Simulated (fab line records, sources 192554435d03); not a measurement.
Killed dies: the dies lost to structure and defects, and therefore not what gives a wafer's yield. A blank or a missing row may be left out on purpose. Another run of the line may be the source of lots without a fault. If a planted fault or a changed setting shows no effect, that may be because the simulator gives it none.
fab line records + flow n5_finfet
[record]
- lots = 4
- wafers = 12
- last_day = 16
route steps=1938 shown BEOL_M4@1099 BEOL_M5@1112 BEOL_M11@1539 PASSIVATION@1936
lots that met no fault: taken from a fault-free run of the same line
start_h: hours from the record's first day to the start of the lot's first wafer shown + wait_h: hours from the lot's prior step to this one + " same as the row above + L1.1+2: one row covering several wafers at once + - no value present, or no start provided + * or withheld: withheld + < > ~ a bound
route shown NAME@n: names a module that has steps shown in the file, with the first one's number in the route + usual: average and standard deviation across the fault-free wafers + same: alike in all rows + chamber/n: place in a boat + sites: the reading at each site + _std_site: how widely they spread, as a standard deviation + _edge_site: outer sites' mean less inner sites' + radius_mm: how far each site lies from the wafer's centre + mask NAME#n: copy n + behind: the tool/chamber that last shaped the wafer + hold: reason for holding the lot/hours on hold/outcome of the hold + device: the transistor (n, p or np) that didn't switch + end of line: the route-end tests of the same wafers + a step given without rows: its recipe and nothing more + killed: count of dies lost to structure and defects at first sort (not the wafer's yield) + map: dies across one wafer; x = killed, . = not, _ = none there
set.NAME: setting as actually run; set.NAME@STEP: the setting as run at that earlier step + model.NAME: the simulator's own value behind a step, which no gauge read
a table for each step, a row for each wafer; lots at some steps of the route
services: from which hour (start_h, from the record's first day; less than 0 if before it) a tool's chamber was out of use, for how many hours, and why
[[steps]]
[step N5_BEOL_M4_ANNEAL_95]
[recipe]
- temp_c = 400
- time_s = 240
- ambient = vacuum
[step N5_BEOL_M4_SPUTTER_96]
[recipe]
- material = Cu
- target_thk_a = 45
- temp_c = -20
- chamber_pressure_pa = 0.07
- power_w = withheld
- time_s = 8.29
[step N5_BEOL_M4_ECD_50]
[recipe]
- material = Cu
- target_thk_a = 3000
[step N5_BEOL_M4_ANNEAL_51]
[recipe]
- temp_c = 225
- time_s = 90
- ambient = N2
[step N5_BEOL_M4_CMP_52]
[recipe]
- stop_on = SiOC
- t_overpolish_s = 6.8
- down_force_psi = 1
- platen_rpm = 50
- clearing_platen_down_force_psi = 1.5
- clearing_platen_rpm = 50
- post_cmp_clean = cu_alkaline
- target_thk_nm = 40
- clearing_platen_pad_velocity_m_s = 0.99484
- pad_velocity_m_s = 0.99484
[step N5_BEOL_M4_PRE_CLEAN_60]
[recipe]
- gas = NH3/H2
- time_s = 15
- temp_c = *
- rf_power_w = 300
[step N5_BEOL_M4_CO_CAP_55]
[recipe]
- material = Co
- target_thk_a = 20
- temp_c = 200
- precursor = CCTBA/H2
- pressure_torr = 30
- time_s = 102.1
[step N5_BEOL_M4_PRE_CLEAN_56]
[recipe]
- gas = NH3
- time_s = 15
- temp_c = withheld
- rf_power_w = 300
[step N5_BEOL_M4_DEP_57]
[recipe]
- material = SiCN
- target_thk_a = 80
- temp_c = withheld
- precursor = 3MS/NH3
- pressure_torr = 3
- rf_w = 202
- time_s = 14
[step N5_BEOL_M4_RC_MEAS_101]
[usual]
- DIBL_N = 36.9/1.7
- DIBL_P = 36.7/2.1
- IOFF_N = 0.17/0.032
- IOFF_P = 0.22/0.036
- ION_N = 674/12
- ION_P = 461/7
- SS_N = 71.7/0.6
- SS_P = 73.4/0.67
- VT_N = 249/3.1
- VT_P = -250/3.2
| lot.wafer | tool      | chamber | start_h | wait_h | DIBL_N[mV/V] | DIBL_P[mV/V] | IOFF_N[nA/um] | IOFF_P[nA/um] | ION_N[uA/um] | ION_P[uA/um] | SS_N[mV/dec] | SS_P[mV/dec] | VT_N[mV] | VT_P[mV] |
|-----------|-----------|---------|---------|--------|--------------|--------------|---------------|---------------|--------------|--------------|--------------|--------------|----------|----------|
| L850.1    | prober-02 | 0       | 195.39  | 0.0    | 36.9         | 38.1         | 0.15          | 0.21          | 663          | 454          | 71.5         | 74.1         | 252      | -251     |
| L850.3    | "         | 0       | "       | "      | 37.6         | 36.7         | 0.16          | 0.18          | 673          | 453          | 72.1         | 73.2         | 253      | -253     |
| L850.6    | "         | 0       | "       | "      | 38.9         | 38.3         | 0.18          | 0.20          | 675          | 454          | 72.5         | 73.5         | 249      | -252     |
| L861.1    | prober-01 | 0       | 257.08  | 0.0    | 35.7         | 33.8         | 0.15          | 0.19          | 678          | 461          | 71.1         | 72.7         | 247      | -250     |
| L861.2    | "         | 0       | "       | "      | 37.6         | 37.9         | 0.20          | 0.27          | 681          | 470          | 71.9         | 73.9         | 247      | -246     |
| L861.6    | "         | 0       | "       | "      | 38.5         | 37.4         | 0.21          | 0.25          | 681          | 461          | 71.8         | 73.8         | 245      | -245     |
| L863.2    | prober-02 | 0       | 271.08  | 0.2    | 35.3         | 34.8         | 0.14          | 0.19          | 665          | 458          | 70.8         | 73.2         | 250      | -250     |
| L863.5    | "         | 0       | "       | "      | 36.7         | 36.5         | 0.16          | 0.22          | 675          | 468          | 71.8         | 73.4         | 249      | -251     |
| L863.6    | "         | 0       | "       | "      | 36.5         | 36.3         | 0.16          | 0.21          | 666          | 462          | 71.2         | 73.2         | 251      | -251     |
| L866.1    | prober-01 | 0       | 288.99  | 0.0    | 38.3         | 39.8         | 0.19          | 0.26          | 674          | 471          | 72.0         | 74.2         | 247      | -246     |
| L866.2    | "         | 0       | "       | "      | 36.0         | 36.7         | 0.15          | 0.20          | 672          | 459          | 71.0         | 73.8         | 252      | -249     |
| L866.3    | "         | 0       | "       | "      | 37.9         | 38.9         | 0.20          | 0.24          | 683          | 460          | 72.2         | 73.7         | 248      | -250     |
[step N5_BEOL_M5_ILD_DEP_00]
[recipe]
- material = SiCOH_lowk
- target_thk_a = 1406.4
- temp_c = 300
- precursor = DEMS/porogen
- pressure_torr = 5
- rf_w = 500
- time_s = 25.9
[step N5_BEOL_M5_CURE_79]
[recipe]
- temp_c = 385
- time_s = 240
- ambient = He/Ar
- material = SiCOH_lowk
[step N5_BEOL_M5_PECVD_70]
[recipe]
- material = SiO2
- target_thk_a = 160
- temp_c = 400
- precursor = TEOS/O2
- pressure_torr = 5.5
- rf_w = 450
- teos_flow_sccm = 53.8
- gas = O2
- flow_sccm = 3000
- time_s = 18
[step N5_BEOL_M5_HM_DEP_02]
[recipe]
- material = TiN
- target_thk_a = 200
- temp_c = 25
- chamber_pressure_pa = 0.49996
[step N5_BEOL_M5_COAT_59]
[recipe]
- resist = SOC
- temp_c = 250
- time_s = 60
- spin_rpm = 1500
- resist_thk_nm = 60
[step N5_BEOL_M5_COAT_60]
[recipe]
- resist = SiARC
- temp_c = 220
- time_s = 60
- spin_rpm = 1500
- resist_thk_nm = 12
[step N5_BEOL_M5_COAT_71]
[recipe]
- resist = underlayer
- temp_c = 205
- time_s = 60
- spin_rpm = 1500
- resist_thk_nm = 5
[step N5_BEOL_M5_COAT_05]
[recipe]
- resist = CAR-EUV
- spin_rpm = 1500
- resist_thk_nm = 30
[step N5_BEOL_M5_EBR_07]
[recipe]
- solvent = PGMEA
- ebr_width_mm = 1.5
[step N5_BEOL_M5_SOFTBAKE_06]
[recipe]
- temp_c = 110
- time_s = 60
- resist = CAR-EUV
[step N5_BEOL_M5_EXPOSE_08]
[recipe]
- mask_id = M5
- na = 0.33
- source_shape = annular
- sigma_inner = 0.4
- sigma_outer = 0.8
- polarization = unpolarized
- target_cd_nm = 28
- dose_mj = 35.75
[step N5_BEOL_M5_PEB_09]
[recipe]
- peb_temp_c = 100
- peb_time_s = 60
- resist = CAR-EUV
[step N5_BEOL_M5_DEVELOP_10]
[recipe]
- develop_time_s = 30
- developer = TMAH
- resist = CAR-EUV
- rinse_liquid = surfactant_rinse
- dry = air_spin
- dev_temp_c = 23
[step N5_BEOL_M5_DESCUM_16]
[recipe]
- chemistry = O2
- time_s = 7
- source_power_w = 50
- bias_power_w = 20
- pressure_mtorr = 20
- rf_frequency_hz = 2.712e+07
- temp_c = 40
- resist = CAR-EUV
- o2_flow_sccm = 225
[step N5_BEOL_M5_ETCH_72]
[recipe]
- chemistry = N2/H2
- target = underlayer
- target_depth_a = 65
- mask_material = CAR-EUV
- time_s = 5.2
- ion_energy_ev = 200
- pressure_mtorr = 30
- source_w = 840
- bias_w = 150
- n2_flow_sccm = 200
- h2_flow_sccm = 200
- ends = cleared
[step N5_BEOL_M5_ETCH_61]
[recipe]
- chemistry = CF4
- target = SiARC
- target_depth_a = 156
- mask_material = CAR-EUV
- time_s = 26
- ion_energy_ev = 80
- pressure_mtorr = 40
- source_w = 545
- bias_w = 36
- Ar_flow_sccm = 100
- cf4_flow_sccm = 100
- ends = cleared
[step N5_BEOL_M5_ETCH_62]
[recipe]
- chemistry = N2/H2
- target = SOC
- target_depth_a = 750
- overetch_a = 150
- mask_material = SiARC
- temp_c = 40
- time_s = 112.5
- ion_energy_ev = 200
- pressure_mtorr = 30
- source_w = 840
- bias_w = 150
- n2_flow_sccm = 200
- h2_flow_sccm = 200
[step N5_BEOL_M5_STRIP_63]
[recipe]
- chemistry = N2/H2
- temp_c = 40
- n2_flow_sccm = 200
- h2_flow_sccm = 200
- rf_frequency_hz = 6e+07
[step N5_BEOL_M5_STRIP_73]
[recipe]
- chemistry = N2/H2
- temp_c = 40
- n2_flow_sccm = 200
- h2_flow_sccm = 200
- rf_frequency_hz = 6e+07
[step N5_BEOL_M5_STRIP_64]
[recipe]
- chemistry = CF4
- resist = SiARC
- power_w = 300
- bias_power_w = 75
- pressure_mtorr = 50
- cf4_flow_sccm = 150
- rf_frequency_hz = 6e+07
[step N5_BEOL_M5_HM_OPEN_17]
[recipe]
- chemistry = Cl2/BCl3
- target_depth_a = 200
- overetch_a = 60
- target = TiN
- mask_material = SOC
- ion_energy_ev = 150
- pressure_mtorr = 10
- icp_w = 1000
- bias_w = 126
- Cl2_flow_sccm = 53.25
- bcl3_flow_sccm = 21.75
- Ar_flow_sccm = 25
[step N5_BEOL_M5_STRIP_19]
[recipe]
- chemistry = O2
- power_w = 400
- temp_c = 40
- pressure_mtorr = 30
- rf_frequency_hz = 6e+07
- bias_power_w = 0
- overash_fraction = 0.2
- o2_flow_sccm = 225
[step N5_BEOL_M5_COAT_65]
[recipe]
- resist = SOC
- temp_c = 250
- time_s = 60
- spin_rpm = 1500
- resist_thk_nm = 60
[step N5_BEOL_M5_COAT_66]
[recipe]
- resist = SiARC
- temp_c = 220
- time_s = 60
- spin_rpm = 1500
- resist_thk_nm = 12
[step N5_BEOL_M11_PECVD_70]
[recipe]
- material = SiO2
- target_thk_a = 200
- temp_c = 400
- precursor = TEOS/O2
- pressure_torr = 5.5
- rf_w = 450
- teos_flow_sccm = 53.8
- gas = O2
- flow_sccm = 3000
- time_s = 22.7
[usual]
- chamber_pressure_Torr = 5.500/0.012
- heater_power_outer_w = 378/53
- heater_power_w = 646/76
- showerhead_plenum_p_Torr = 8.81/0.082
- throttle_valve_pct = 22.2/1.1
| lot.wafer | tool     | chamber | start_h | wait_h | chamber_pressure_Torr | heater_power_outer_w | heater_power_w | showerhead_plenum_p_Torr | throttle_valve_pct |
|-----------|----------|---------|---------|--------|-----------------------|----------------------|----------------|--------------------------|--------------------|
| L850.1    | pecvd-03 | 0       | 243.93  | 0.0    | 5.487                 | 388                  | 714            | 8.87                     | 22.3               |
| L850.3    | "        | 1       | "       | "      | 5.510                 | 402                  | 623            | 8.71                     | 23.5               |
| L850.6    | "        | 1       | "       | "      | 5.500                 | 399                  | 625            | 8.71                     | 23.6               |
| L861.1    | pecvd-03 | 2       | 310.51  | 0.0    | -                     | -                    | -              | -                        | -                  |
| L861.2    | "        | 1       | "       | "      | -                     | -                    | -              | -                        | -                  |
| L861.6    | "        | 1       | "       | "      | -                     | -                    | -              | -                        | -                  |
| L863.2    | pecvd-03 | 2       | 324.48  | 0.0    | -                     | -                    | -              | -                        | -                  |
| L863.5    | "        | 0       | "       | "      | -                     | -                    | -              | -                        | -                  |
| L863.6    | "        | 2       | "       | "      | -                     | -                    | -              | -                        | -                  |
| L866.1    | pecvd-03 | 0       | 341.43  | 0.0    | 5.476                 | 371                  | 702            | 8.88                     | 22.5               |
| L866.2    | "        | 1       | "       | "      | 5.512                 | 354                  | 576            | 8.71                     | 23.3               |
| L866.3    | "        | 2       | "       | "      | 5.502                 | 384                  | 632            | 8.79                     | 21.8               |
[step N5_PASSIVATION_PROBE_49]
[usual]
- defect_limited_yield = 91.7/1.5
- killed_at_M0_to_M3 = 32/9.6
- killed_at_M4_up = 13/5.3
- killed_at_contacts = 12/6.8
- killed_at_front_end = 36/9.8
- killed_at_other = 4/3.1
- killed_dies = 98/17
- killed_on_rim = 13/4
- killed_open = 65/13
- killed_short = 32/8.5
- sort_bin_5_function = 4.9/0.93
- sort_bin_6_memory = 3.2/0.67
- sort_n_pass = 1082/17
- sort_yield_pct = 91.7/1.4
[same]
- gross_dies = 1180
- killed_at_back_side = 0
- sort_bin_4_leakage[%] = 0
- sort_bin_8_speed[%] = 0
| lot.wafer | tool      | chamber | start_h | wait_h | defect_limited_yield[%] | killed_at_M0_to_M3 | killed_at_M4_up | killed_at_contacts | killed_at_front_end | killed_at_other | killed_dies | killed_on_rim | killed_open | killed_short | sort_bin_5_function[%] | sort_bin_6_memory[%] | sort_n_pass | sort_yield_pct[%] |
|-----------|-----------|---------|---------|--------|-------------------------|--------------------|-----------------|--------------------|---------------------|-----------------|-------------|---------------|-------------|--------------|------------------------|----------------------|-------------|-------------------|
| L850.1    | prober-01 | -       | 293.15  | 0.0    | 91.8                    | 33                 | 17              | 9                  | 36                  | 2               | 97          | 11            | 60          | 35           | 4.9                    | 3.1                  | 1083        | 91.8              |
| L850.3    | prober-01 | -       | 293.25  | 0.1    | 91.3                    | 33                 | 19              | 6                  | 44                  | 1               | 103         | 13            | 75          | 24           | 5.4                    | 2.9                  | 1077        | 91.3              |
| L850.6    | prober-01 | -       | 293.40  | 0.3    | 93.5                    | 24                 | 15              | 11                 | 25                  | 2               | 77          | 5             | 57          | 18           | 4.2                    | 2.0                  | 1103        | 93.5              |
| L861.1    | prober-02 | -       | 361.00  | 0.9    | 64.3                    | 32                 | 336             | 2                  | 46                  | 5               | 421         | 14            | 70          | 30           | 32.2                   | 3.4                  | 759         | 64.3              |
| L861.2    | prober-02 | -       | 361.05  | 1.0    | 63.6                    | 31                 | 342             | 4                  | 48                  | 4               | 429         | 114           | 73          | 32           | 32.8                   | 3.2                  | 751         | 63.6              |
| L861.6    | prober-02 | -       | 361.25  | 1.2    | 61.9                    | 31                 | 364             | 9                  | 40                  | 6               | 450         | 113           | 71          | 34           | 34.9                   | 3.0                  | 730         | 61.9              |
| L863.2    | prober-01 | -       | 374.49  | 0.1    | 65.3                    | 33                 | 328             | 9                  | 39                  | 0               | 409         | 22            | 64          | 36           | 30.8                   | 3.3                  | 771         | 65.3              |
| L863.5    | prober-01 | -       | 374.64  | 0.2    | 62.8                    | 61                 | 326             | 10                 | 40                  | 2               | 439         | 110           | 71          | 47           | 32.4                   | 4.3                  | 741         | 62.8              |
| L863.6    | prober-01 | -       | 374.69  | 0.3    | 63.5                    | 26                 | 351             | 13                 | 39                  | 2               | 431         | 19            | 50          | 40           | 33.1                   | 3.1                  | 749         | 63.5              |
| L866.1    | prober-02 | -       | 391.95  | 0.0    | 88.4                    | 43                 | 12              | 33                 | 39                  | 10              | 137         | 27            | 92          | 40           | 7.1                    | 4.2                  | 1043        | 88.4              |
| L866.2    | prober-02 | -       | 392.00  | 0.1    | 91.0                    | 33                 | 6               | 22                 | 43                  | 2               | 106         | 15            | 77          | 29           | 5.3                    | 3.4                  | 1074        | 91.0              |
| L866.3    | prober-02 | -       | 392.05  | 0.1    | 91.8                    | 36                 | 9               | 23                 | 27                  | 2               | 97          | 11            | 62          | 35           | 4.7                    | 3.4                  | 1083        | 91.8              |
// killed by level:class
L850.1 BEOL_M2:geometric_particle:open=10 FIN_SAQP:geometric_particle:open=8 BEOL_M3:geometric_particle:open=7 FIN_SAQP:geometric_particle:short=6 BEOL_M4:geometric_particle:open=6 MOL_CONTACT_COAG:geometric_particle:open=6 GATE_CUT:geometric_particle:short=5 GATE_CUT:geometric_particle:open=5
L850.3 FIN_SAQP:geometric_particle:open=11 BEOL_M4:geometric_particle:open=10 BEOL_M3:geometric_particle:open=9 GATE_CUT:geometric_particle:open=8 BEOL_M2:geometric_particle:open=7 FIN_SAQP:geometric_particle:short=6 DUMMY_GATE:geometric_particle:open=4 MOL_CONTACT_COAG:geometric_particle:open=4
L850.6 MOL_CONTACT_COAG:geometric_particle:open=8 FIN_SAQP:geometric_particle:open=6 BEOL_M2:geometric_particle:open=6 BEOL_M3:geometric_particle:open=5 BEOL_M4:geometric_particle:open=5 STI_FIN_REVEAL:geometric_particle:open=4 GATE_CUT:geometric_particle:short=4 BEOL_M1:geometric_particle:open=4
L861.1 BEOL_M11:area_pecvd=320 STI_FIN_REVEAL:geometric_particle:open=11 FIN_SAQP:geometric_particle:open=10 BEOL_M5:geometric_particle:open=8 FIN_SAQP:geometric_particle:short=7 BEOL_M0_SAQP:geometric_particle:open=7 BEOL_M0_SAQP:geometric_particle:short=7 BEOL_M2:geometric_particle:open=6
L861.2 BEOL_M11:area_pecvd=322 FIN_SAQP:geometric_particle:open=15 STI_FIN_REVEAL:geometric_particle:open=8 FIN_SAQP:geometric_particle:short=7 BEOL_M0_SAQP:geometric_particle:open=7 BEOL_M2:geometric_particle:open=7 BEOL_M2:geometric_particle:short=5 BEOL_M5:geometric_particle:open=5
L861.6 BEOL_M11:area_pecvd=345 FIN_SAQP:geometric_particle:short=16 FIN_SAQP:geometric_particle:open=15 MOL_CONTACT_COAG:geometric_particle:open=9 BEOL_M4:geometric_particle:open=9 BEOL_M0:geometric_particle:open=7 BEOL_M6:geometric_particle:open=6 BEOL_M0_SAQP:geometric_particle:open=5
L863.2 BEOL_M11:area_pecvd=307 BEOL_M4:geometric_particle:open=9 MOL_CONTACT_COAG:geometric_particle:open=8 STI_FIN_REVEAL:geometric_particle:open=7 BEOL_M0_SAQP:geometric_particle:short=7 BEOL_M3:geometric_particle:open=7 BEOL_M1:geometric_particle:open=6 ILD0:geometric_particle:open=5
L863.5 BEOL_M11:area_pecvd=316 BEOL_M0_SAQP:geometric_particle:open=20 BEOL_M0_SAQP:geometric_particle:short=17 BEOL_M2:geometric_particle:open=8 FIN_SAQP:geometric_particle:short=6 STI_FIN_REVEAL:geometric_particle:open=6 GATE_CUT:geometric_particle:short=5 BEOL_M1:geometric_particle:open=5
L863.6 BEOL_M11:area_pecvd=339 FIN_SAQP:geometric_particle:open=11 MOL_CONTACT_COAG:geometric_particle:open=11 FIN_SAQP:geometric_particle:short=8 BEOL_M0_SAQP:geometric_particle:short=7 BEOL_M0:geometric_particle:short=6 STI_FIN_REVEAL:geometric_particle:open=5 BEOL_M0_SAQP:geometric_particle:open=4
L866.1 MOL_CONTACT_COAG:geometric_particle:open=20 STI_FIN_REVEAL:geometric_particle:open=17 BEOL_M3:geometric_particle:open=12 BEOL_M2:geometric_particle:open=10 MOL_CONTACT_COAG:geometric_particle:short=10 BEOL_M0_SAQP:geometric_particle:short=6 BEOL_M0_SAQP:geometric_particle:open=6 FIN_SAQP:geometric_particle:open=5
L866.2 MOL_CONTACT_COAG:geometric_particle:open=19 STI_FIN_REVEAL:geometric_particle:open=16 FIN_SAQP:geometric_particle:short=9 BEOL_M3:geometric_particle:open=9 BEOL_M2:geometric_particle:open=6 BEOL_M2:geometric_particle:short=5 BEOL_M0_SAQP:geometric_particle:open=5 BEOL_M4:geometric_particle:open=4
L866.3 MOL_CONTACT_COAG:geometric_particle:open=18 BEOL_M1:geometric_particle:open=8 FIN_SAQP:geometric_particle:open=6 GATE_CUT:geometric_particle:short=6 BEOL_M0_SAQP:geometric_particle:short=6 MOL_CONTACT_COAG:geometric_particle:short=5 BEOL_M2:geometric_particle:open=5 BEOL_M3:geometric_particle:open=5
// map L861.6 (x killed, . not)
_________________xxxx.xxxxxxx________________
______________xx..xx.x.xxx.x.xxx_____________
___________xxxx.xxxx.x..x.x..xxx.x.__________
__________xxxxx.xx.xx.x....xx.xxxxxx_________
________x..xxxx.....xx...xxx.xxxx.xxx._______
_______..xxx...x.x..x.xx.x.x...xx...xxx______
______.xxx.....xxx..........xx.x...x.x.x_____
_____xxx.x..xxx....x.......x.....x.xx..xx____
____xxxx.x.x.....x.xx....x...x.....x.....x___
___xxx..x..xx.x.x.x...........x...x.x....xx__
___xx.xxx....x......x...xx..x....x..x..xxx.__
__xx..xxx.............x..........x......xxxx_
__xxx...x....x......x.......x..........x...._
_x.xxx....x..xx.................x.x.....x.xxx
_xxx.x.x.......x.x......x........x.....x.xxxx
_.xxxx..xx.......x......x............xx.....x
_x.xxx.xx.....x...x..........x.xx...x...x.x.x
_.xxxxx......................x...x.x.x..xx.x.
_.xxxx...xx..........................x..xx.xx
_xx.xx....x..............x......x......x..xxx
_xxxx..x...........x......x...x...x..xx.x..xx
__xxx.x..x.......x........x.............xxx._
__xx....xxx....x......x...........x.......x._
___...x.xx.xx...x.......xx.x.........x..xxx__
___xxx..x....x............x..x...xxx..x..xx__
____xxxxx..x...x...........x....x.x..xxxx.___
_____xxx.x..x...x..xx......xx...x..x.xx.x____
______x.x..x...x....x..........x.....xxx_____
_______x..xxxxx.x.x.x..x......x..xxxxx.______
________xx.x.xx.x......x.x.xxxx.xxx..x_______
__________xxx.xx..xx.xxxx.xxx..xxxx._________
___________.xxxx.xxxxxxx..xxxxx.xxx__________
______________xx.xx.xxxx..x..xxx_____________
_________________xxxx.xxxx.xx________________
// map L863.5 (x killed, . not)
_________________xx.....xxxxx________________
______________xxxxxx.x....xx...._____________
___________xx.xx.xxxxx.....xxx.x...__________
__________xxx.xx...x...x.x...xxx..x._________
________x..xx...xx..x..xxxx...xx.xxx.x_______
_______x..x.x.x.x...x......x......x..xx______
______xxx.x.xxx..x..x......x.x...x...x.x_____
_____x.xx..x.............x.....xx....xx.x____
____xx...x.....x.x.x....xx............xxxx___
___xxx.x.x....x......xx.......x...x....x.x.__
___.xxx.x..xx......x....................xxx__
__xxxx.....................x.x.....x...xx.x._
__xxxx...xx..xxx.............x..x.....x....x_
_x.xx.xxx.x....x.xx.................x.xx..xxx
_xxxxxx.....x...........x....x...x..x...xx.xx
_xx.xxx.x.x..xx............................xx
_x...x...x........x....x................xxxx.
_xxxxxx....x..x...........x..x..........x.x.x
_xxx..x...x................................xx
_xxxxxxx.....x.....x...xx....xx.x..x....x.xxx
_xxxxxx.xx..xx..x.........x.........xxx...xx.
__xxx.xxx..x...x.........x........x...xx.xxx_
__xxx.x..xxx.......x..........x.....x....x.x_
___xx.x.x....x...........x....x...x..x..x..__
___xx..x....x...x.....xx...x...x....xx.x...__
____xxx.x...x.....x..x..x..............xxx___
_____.x..xx....x.x..x....x..x....xxxxxxxx____
______xxx.xx.xxxxxx.x......xxxx....xxxx._____
_______x..xxx..xx....xxx.........x.xx..______
________xxxxx..xxx.x.x....x.x....xxxx._______
__________.xxxx.xx.xx..x...x..xxxxxx_________
___________xxxxxxxxx.xx.xxxx.xxx.xx__________
______________xxx.xxxx.x..xx.xxx_____________
_________________xxx.xxxxxxxx________________
[[services]]
| tool     | chamber | start_h | hours | kind           |
|----------|---------|---------|-------|----------------|
| pecvd-03 | 0       | 271.09  | 16.5  | scheduled_down |
[[key]]
[first_sign]
- step = N5_BEOL_M11_PECVD_70
- reading = tool_record
- direction = missing
[effect]
- step = N5_PASSIVATION_PROBE_49
- reading = killed_at_M4_up
- direction = up
- sigmas = 62
- usual = 13
- struck = 341
[more_kills_born_at]
- N5_BEOL_M11_PECVD_70@pecvd-03 = 1947
met_at N5_BEOL_M11_PECVD_70
struck_wafers L861.1,L861.2,L861.6,L863.2,L863.5,L863.6
onset_between 243.93 310.51
[fault]
- kind = skipped_step_whole
- tool = pecvd-03
- chamber = -
- onset_h = 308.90
- steps = N5_BEOL_M11_PECVD_70
- scope = struck_lots_only
